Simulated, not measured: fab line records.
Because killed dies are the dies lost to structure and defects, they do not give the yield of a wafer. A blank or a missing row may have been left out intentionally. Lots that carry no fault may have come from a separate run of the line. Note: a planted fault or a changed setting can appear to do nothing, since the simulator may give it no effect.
Matching of chambers + flow n5_finfet + cvd_co-01 running N5_BEOL_M0_CO_CAP_123: 3 sister chambers
The step material Co, precursor CCTBA/H2, target thk 2 nm, time 102.1 s. 3 wafers are shown with their chamber, then 12 later ones without.

== WAFERS PAIRED WITH THEIR CHAMBERS ==
| wafer  | chamber | heater_power_w (W) |
|--------|---------|--------------------|
| L086.5 | 1       | 230                |
| L089.3 | 0       | 224                |
| L089.5 | 2       | 218                |

== WAFERS WHOSE CHAMBER IS MISSING ==
| wafer  | heater_power_w (W) |
|--------|--------------------|
| L090.3 | 220                |
| L090.4 | 211                |
| L090.5 | 231                |
| L092.1 | 231                |
| L092.2 | 223                |
| L092.3 | 221                |
| L091.1 | 236                |
| L091.2 | 223                |
| L091.3 | 214                |
| L096.1 | 230                |
| L096.2 | 223                |
| L096.4 | 223                |

== WHICH CHAMBER EACH WENT THROUGH ==
| wafer  | from the rows above          | in truth |
|--------|------------------------------|----------|
| L090.3 | can't be placed: 2 or 0      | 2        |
| L090.4 | can't be placed: 2 or 0      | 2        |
| L090.5 | can't be placed: 1 or 0      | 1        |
| L092.1 | can't be placed: 1 or 0      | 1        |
| L092.2 | can't be placed: 0 or 2 or 1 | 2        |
| L092.3 | can't be placed: 0 or 2 or 1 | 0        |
| L091.1 | can't be placed: 1 or 0      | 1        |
| L091.2 | can't be placed: 0 or 2 or 1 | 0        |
| L091.3 | can't be placed: 2 or 0      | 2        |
| L096.1 | can't be placed: 1 or 0      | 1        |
| L096.2 | can't be placed: 0 or 2 or 1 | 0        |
| L096.4 | can't be placed: 0 or 2 or 1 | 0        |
0 of 12 placed correctly. Not placeable from these rows: 12 (in 12, the candidates include the true chamber). Number placed wrongly: 0.
How it was worked out, from the rows above alone: a wafer's distance from a chamber is the root of the sum, over the readings, of the square of ((its reading less the chamber's mean) divided by the reading's scatter). The wafer belongs to the nearest chamber; if the next one is less than 2 further off, it can't be placed. Each chamber's mean is taken over the wafers shown for it. The scatter (one wafer shown for each chamber): square how far every hidden wafer sits from the nearest shown wafer, average those squares and take the square root.
